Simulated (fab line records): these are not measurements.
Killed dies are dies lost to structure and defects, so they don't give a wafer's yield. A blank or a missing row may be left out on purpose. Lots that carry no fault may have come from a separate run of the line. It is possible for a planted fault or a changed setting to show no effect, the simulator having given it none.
Chamber matching || flow n5Finfet || 3 sister chambers for N5_BEOL_M8_ILD_DEP_00 on pecvd-02
The step deposits SiCOH lowk from DEMS/porogen, target thk 179.75 nm, time 33.4 s. 3 wafers are shown with their chamber, then 8 later ones without.

== WAFERS PAIRED WITH THEIR CHAMBERS ==
{"wafer": "L082.5", "chamber": 0, "throttleValvePct (%)": 14.4}
{"wafer": "L087.5", "chamber": 2, "throttleValvePct (%)": 12.4}
{"wafer": "L089.1", "chamber": 1, "throttleValvePct (%)": 15.1}

== WAFERS WITHOUT THEIR CHAMBER ==
{"wafer": "L089.3", "throttleValvePct (%)": 15.2}
{"wafer": "L089.6", "throttleValvePct (%)": 12.4}
{"wafer": "L091.1", "throttleValvePct (%)": 12.6}
{"wafer": "L091.5", "throttleValvePct (%)": 14.8}
{"wafer": "L091.6", "throttleValvePct (%)": 12.6}
{"wafer": "L090.1", "throttleValvePct (%)": 15.0}
{"wafer": "L090.3", "throttleValvePct (%)": 12.6}
{"wafer": "L090.5", "throttleValvePct (%)": 14.6}

== CHAMBER TAKEN BY EACH ==
{"wafer": "L089.3", "from the rows above": 1, "in truth": 1}
{"wafer": "L089.6", "from the rows above": 2, "in truth": 2}
{"wafer": "L091.1", "from the rows above": 2, "in truth": 2}
{"wafer": "L091.5", "from the rows above": "can't be placed: 1 or 0", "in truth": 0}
{"wafer": "L091.6", "from the rows above": 2, "in truth": 2}
{"wafer": "L090.1", "from the rows above": 1, "in truth": 1}
{"wafer": "L090.3", "from the rows above": 2, "in truth": 2}
{"wafer": "L090.5", "from the rows above": "can't be placed: 0 or 1", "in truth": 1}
Correctly placed: 6 of 8. Can't be placed from these rows: 2 (the true chamber is among the candidates in 2). Wrongly placed: 0.
How it was worked out, from the rows above alone: a wafer's distance from a chamber is the root of the sum, over the readings, of the square of ((its reading less the chamber's mean) divided by the reading's scatter). The wafer belongs to the nearest chamber; if the next one is less than 2 further off, it can't be placed. For every chamber, the mean is computed from those of its wafers that are shown. The scatter (one wafer shown for each chamber): square how far every hidden wafer sits from the nearest shown wafer, average those squares and take the square root.
